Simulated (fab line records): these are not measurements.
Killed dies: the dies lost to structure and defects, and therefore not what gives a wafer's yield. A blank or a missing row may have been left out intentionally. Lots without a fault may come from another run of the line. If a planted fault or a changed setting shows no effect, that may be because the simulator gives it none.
Which of the tools did it? -- flow n5 finfet -- 11 lots, 33 wafers sampled, at 2 steps of a route of 1938

WHAT THE GAUGES READ, wafer by wafer
N5_PASSIVATION_CD_MEAS_30: target cd 4000 nm.
lot,measured,on,cd nm (nm)
L987,day 12 02:20,cd sem-02,4003.8 3997.2 3999.5
L990,day 12 23:19,cd sem-03,3996.9 3998.8 4000.2
L992,day 13 06:04,cd sem-03,3999.2 4000.2 3999.8
L997,day 15 00:03,cd sem-02,4002.0 4001.0 3997.0
L998,day 15 05:55,cd sem-01,3999.8 3996.0 4001.0
L999,day 14 23:41,cd sem-03,3999.9 3999.5 3999.3
L100,day 15 16:06,cd sem-01,3998.5 3999.6 3999.2
L101,day 15 23:59,cd sem-02,3998.2 3996.6 3998.6
L103,day 16 02:46,cd sem-01,3997.4 3997.2 3998.7
L106,day 16 15:07,cd sem-01,3995.6 3998.3 3998.3
L989,day 17 19:03,cd sem-02,4000.4 3999.3 4000.0

WHAT TOOL EACH LOT RAN ON (gives the tool, then ch and the chambers of the sampled wafers, and finally the start)
lot,N5_BEOL_M1_SPUTTER_79
L987,"pvd sputter-02, day 6 15:55"
L990,"pvd sputter-02, day 6 22:05"
L992,"pvd sputter-02, day 7 13:50"
L997,"pvd sputter-03, day 8 19:33"
L998,"pvd sputter-03, day 9 02:22"
L999,"pvd sputter-01, day 9 08:54"
L100,"pvd sputter-03, day 9 12:26"
L101,"pvd sputter-03, day 9 20:11"
L103,"pvd sputter-03, day 10 05:14"
L106,"pvd sputter-01, day 11 02:28"
L989,"pvd sputter-02, day 11 09:37"
- N5_BEOL_M1_SPUTTER_79: material Cu, target thk 4.5 nm, time 8.29 s.

THE ANSWER, worked out from the rows above alone
Rule: what is usual is taken from the lots themselves. Put in order of their means at a reading, lots are off if they are a third of the lots or fewer, leave a main group of 4 or more, and stand apart from it by a gap of 3 or more times the standard deviation of the main group's means; of several such gaps the widest counts. A main group whose means are all the same, to the digits that the tables above print for the reading, isn't used. A lot without any number at a reading at which 4 lots or more have one is off too. The other lots that the step has rows for count as sound.
Nothing can be told from this: no lot is off at any reading shown.

WHAT THE SIMULATOR HAD PUT IN
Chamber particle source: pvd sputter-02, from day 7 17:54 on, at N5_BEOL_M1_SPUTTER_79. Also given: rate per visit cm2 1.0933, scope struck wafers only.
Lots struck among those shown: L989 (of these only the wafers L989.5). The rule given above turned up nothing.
